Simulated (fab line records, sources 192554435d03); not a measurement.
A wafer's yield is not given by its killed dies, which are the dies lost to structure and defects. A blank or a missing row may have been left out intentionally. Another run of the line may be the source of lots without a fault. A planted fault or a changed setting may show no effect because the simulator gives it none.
One fault through the eyes of 2 desks -- flow n5-finfet -- what lay behind the numbers comes last; until then each desk has only its own

== TOOL OWNER'S DESK, rie-diel-03 ==
The tool's own readings at N5_BEOL_M1_TRENCH_ETCH_37 (etches SiOC in C4F6/O2, target depth 55.207 nm, time 29 s): means of the sampled wafers that have a number, for each lot that ran on this tool. A lot is out of limits, marked OUT, if its mean lies more than 4 standard deviations from the usual mean; the brackets give that distance.
Columns: A = drypump-motor-current-A at N5_BEOL_M1_TRENCH_ETCH_37, usual 6.0 A; B = oes-product-au at N5_BEOL_M1_TRENCH_ETCH_37, usual 0.78 a.u.; C = rf-vpp-V at N5_BEOL_M1_TRENCH_ETCH_37, usual 667 V; D = showerhead-plenum-p-Torr at N5_BEOL_M1_TRENCH_ETCH_37, usual 2.82 Torr; E = throttle-valve-pct at N5_BEOL_M1_TRENCH_ETCH_37, usual 20.90 %
lot,first seen here,A,B,C,D,E
L832,day 7 19:16,5.7,0.80,676,2.95,20.65
L843,day 10 11:19,5.9,0.80,670,2.83,20.72
L844,day 10 16:12,6.0,0.72,669,2.77,21.01
L845,day 10 18:25,5.7,0.74,677,2.94,20.68
This desk's verdict: no lot among the 4 shows anything out of limits.

== FROM THE METROLOGY DESK ==
What the gauges read for every lot (on any tool): the sampled wafers with a number, averaged. A lot is out of limits, marked OUT, if its mean lies more than 4 standard deviations from the usual mean; the brackets give that distance. Of its 12 readings 7 are shown: the one that was out of limits first, and those that lie furthest out on some lot.
Columns: A = trench-depth-nm at N5_BEOL_M1_OCD_MEAS_38, usual 54.9 nm; B = DIBL_N at N5_BEOL_M4_RC_MEAS_101, usual 35.8 mV/V; C = DIBL_P at N5_BEOL_M4_RC_MEAS_101, usual 35.8 mV/V; D = IOFF_N at N5_BEOL_M4_RC_MEAS_101, usual 0.151 nA/um; E = SS_N at N5_BEOL_M4_RC_MEAS_101, usual 71.4 mV/dec; F = SS_P at N5_BEOL_M4_RC_MEAS_101, usual 73.3 mV/dec; G = VT_P at N5_BEOL_M4_RC_MEAS_101, usual -251 mV
lot,first seen here,A,B,C,D,E,F,G
L829,day 7 00:19,55.7,36.9,38.8,0.195,72.4,74.2,-248
L831,day 7 15:47,56.8,36.7,37.3,0.158,71.3,73.9,-249
L832,day 7 19:25,55.5,35.6,34.8,0.138,71.5,73.2,-249
L838,day 9 00:18,55.7,35.5,36.3,0.138,71.4,73.5,-256
L843,day 10 11:29,55.6,35.3,35.2,0.159,71.3,72.8,-252
L844,day 10 16:21,51.1 (-4.3) OUT,35.6,34.6,0.135,71.2,73.1,-253
L845,day 10 18:34,51.8,33.2,34.1,0.143,71.7,73.1,-252
L848,day 11 11:57,55.7,35.7,36.4,0.162,71.1,74.0,-249
L849,day 11 18:10,55.0,36.1,35.6,0.137,71.2,72.8,-254
This desk's finding: out of limits on L844; first on L844, day 10 16:21 (trench-depth-nm at N5_BEOL_M1_OCD_MEAS_38). L829, L831, L832, L838, L843, L845, L848, L849: within limits.

== ALL TOGETHER ==
At day 10 16:21 the metrology desk could have sounded an alarm, on L844.
Nothing out of limits was seen by the tool owner's desk.
On record at the tool owner's desk: L844, within its limits.
The lots listed all ran N5_BEOL_M1_TRENCH_ETCH_37 on rie-diel-03.

== WHAT THE SIMULATOR HAD INSERTED ==
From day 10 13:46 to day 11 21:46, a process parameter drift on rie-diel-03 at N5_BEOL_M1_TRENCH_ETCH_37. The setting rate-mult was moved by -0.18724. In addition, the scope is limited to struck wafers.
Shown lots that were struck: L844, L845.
Time in hours between the start of the fault and the first out-of-limits reading at each desk: metrology desk, 3.
